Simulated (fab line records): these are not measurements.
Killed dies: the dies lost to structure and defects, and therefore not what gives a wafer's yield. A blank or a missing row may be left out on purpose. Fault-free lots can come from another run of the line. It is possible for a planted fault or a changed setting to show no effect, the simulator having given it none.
Split-lot experiment / flow n5 finfet / on a route of 1938 steps: 7 lots, 21 wafers read

== ABOUT THE SPLIT ==
At N5_BEOL_M10_PECVD_70 (deposits SiO2 from TEOS/O2, target thk 20 nm, time 22.7 s), the setting time s was moved away from the recipe's 22.7 s on 5 of the 21 wafers read, by +6.4% to +10.9%. For the rest of the wafers, this setting stayed at what the recipe calls for.

== FROM THE SPLIT TO THE READING: what the file shows between them, 4 steps ==
- N5_BEOL_M10_HM_DEP_02: deposits TiN, target thk 20 nm
- N5_BEOL_M10_COAT_59: time 60 s, resist thk 100 nm
- N5_BEOL_M10_ECD_50: material Cu, target thk 318 nm
- N5_BEOL_M10_ANNEAL_51: time 90 s

== THE READING ==
barrier field endpoint s, in s, at N5_BEOL_M10_CMP_52 (polishes, stops on SiCOH lowk, t overpolish 7 s, target thk 140 nm). A value of 28.8 s with a standard deviation of 0.54 s is what fault-free wafers of this fab line usually give.

wafer=L079.3; tool, chamber at the split=pecvd-04, 2; time s as run, s=22.7; against the recipe=recipe; barrier field endpoint s, s=28.8; against lot-mates on the recipe=-
wafer=L079.1; tool, chamber at the split=pecvd-04, 1; time s as run, s=22.7; against the recipe=recipe; barrier field endpoint s, s=29.4; against lot-mates on the recipe=-
wafer=L079.5; tool, chamber at the split=pecvd-04, 1; time s as run, s=22.7; against the recipe=recipe; barrier field endpoint s, s=29.1; against lot-mates on the recipe=-
wafer=L082.4; tool, chamber at the split=pecvd-04, 1; time s as run, s=22.7; against the recipe=recipe; barrier field endpoint s, s=29.3; against lot-mates on the recipe=-
wafer=L082.2; tool, chamber at the split=pecvd-04, 0,2; time s as run, s=22.7; against the recipe=recipe; barrier field endpoint s, s=28.5; against lot-mates on the recipe=-
wafer=L082.5; tool, chamber at the split=pecvd-04, 0,2; time s as run, s=22.7; against the recipe=recipe; barrier field endpoint s, s=28.5; against lot-mates on the recipe=-
wafer=L087.3; tool, chamber at the split=pecvd-03, 1; time s as run, s=24.16; against the recipe=+6.4%; barrier field endpoint s, s=30.1; against lot-mates on the recipe=+1.2
wafer=L087.1; tool, chamber at the split=pecvd-03, 2,0; time s as run, s=22.7; against the recipe=recipe; barrier field endpoint s, s=29.2; against lot-mates on the recipe=-
wafer=L087.4; tool, chamber at the split=pecvd-03, 2,0; time s as run, s=22.7; against the recipe=recipe; barrier field endpoint s, s=28.7; against lot-mates on the recipe=-
wafer=L091.3; tool, chamber at the split=pecvd-04, 0; time s as run, s=22.7; against the recipe=recipe; barrier field endpoint s, s=28.8; against lot-mates on the recipe=-
wafer=L091.4; tool, chamber at the split=pecvd-04, 1; time s as run, s=22.7; against the recipe=recipe; barrier field endpoint s, s=29.0; against lot-mates on the recipe=-
wafer=L091.5; tool, chamber at the split=pecvd-04, 2; time s as run, s=24.39; against the recipe=+7.4%; barrier field endpoint s, s=30.9; against lot-mates on the recipe=+2.0
wafer=L093.2; tool, chamber at the split=pecvd-04, 1,2; time s as run, s=22.7; against the recipe=recipe; barrier field endpoint s, s=27.5; against lot-mates on the recipe=-
wafer=L093.4; tool, chamber at the split=pecvd-04, 2; time s as run, s=24.17; against the recipe=+6.5%; barrier field endpoint s, s=29.8; against lot-mates on the recipe=+2.2
wafer=L093.1; tool, chamber at the split=pecvd-04, 1,2; time s as run, s=22.7; against the recipe=recipe; barrier field endpoint s, s=27.8; against lot-mates on the recipe=-
wafer=L094.1; tool, chamber at the split=pecvd-03, 1; time s as run, s=22.7; against the recipe=recipe; barrier field endpoint s, s=28.3; against lot-mates on the recipe=-
wafer=L094.2; tool, chamber at the split=pecvd-03, 2; time s as run, s=25.17; against the recipe=+10.9%; barrier field endpoint s, s=31.7; against lot-mates on the recipe=+3.4
wafer=L094.6; tool, chamber at the split=pecvd-03, 0; time s as run, s=25.17; against the recipe=+10.9%; barrier field endpoint s, s=32.1; against lot-mates on the recipe=+3.8
wafer=L096.2; tool, chamber at the split=pecvd-01, 0; time s as run, s=22.7; against the recipe=recipe; barrier field endpoint s, s=28.5; against lot-mates on the recipe=-
wafer=L096.4; tool, chamber at the split=pecvd-01, 0; time s as run, s=22.7; against the recipe=recipe; barrier field endpoint s, s=28.7; against lot-mates on the recipe=-
wafer=L096.5; tool, chamber at the split=pecvd-01, 0; time s as run, s=22.7; against the recipe=recipe; barrier field endpoint s, s=29.0; against lot-mates on the recipe=-
When a row names more than one chamber, that row covers several wafers, and the file does not tell which wafer ran in which chamber.

FIT RESULTS
A straight line over all 21 wafers: barrier field endpoint s changes by +0.275 s for each +1% of time s; r = +0.91; the points scatter about the line by 0.5 s.
The same after taking each lot's own level away (the mean of its wafers on the recipe; 21 wafers): +0.307 s for each +1%; r = +0.97; scatter 0.32 s.
That fit puts the effect of the largest move of time s on the reading at 3.3 s.
Across the lots, their own levels run from 27.65 to 29.10 s, a range of 2.7 times the standard deviation given above.
So the lot-to-lot level changes the slope: the two fits differ.
Check: +3.29 s against its lot-mates is what the line predicts for one of the wafers moved furthest among these (+10.9%) when that wafer is left out of the fit. It came out at +3.4 s against them.

== OTHER SPLITS ON THESE WAFERS ==
Before the reading, these wafers also passed through other splits. Each is held against what the fit with the lots' levels taken away leaves over:
other split on the same wafers=N5_BEOL_M9_COAT_60 spin rpm; wafers away from the commonest value=5; r with barrier field endpoint s (lot level and that fit taken away)=+0.26
other split on the same wafers=N5_BEOL_M9_ETCH_62 source w; wafers away from the commonest value=4; r with barrier field endpoint s (lot level and that fit taken away)=+0.22
other split on the same wafers=N5_BEOL_M9_CMP_52 down force psi; wafers away from the commonest value=5; r with barrier field endpoint s (lot level and that fit taken away)=-0.07

== THE WHOLE CHAIN: every reading that the file lists as answering this split, in the file's order ==
step=N5_BEOL_M10_PECVD_70; what it does=deposits SiO2 from TEOS/O2, target thk 20 nm, time 22.7 s; reading=SiO2_of_BEOL_M10_PECVD_70.thk nm (the simulator's own value, which no gauge read); change (the file's fit)=+0.204 nm for each +1% of the setting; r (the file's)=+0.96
step=N5_BEOL_M10_CMP_52; what it does=polishes, stops on SiCOH lowk, t overpolish 7 s, target thk 140 nm; reading=barrier field endpoint s; change (the file's fit)=+0.288 s for each +1% of the setting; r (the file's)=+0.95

== THE FILE'S OWN FIT ==
barrier field endpoint s changes by +0.288 s for each +1% of time s, r = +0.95.
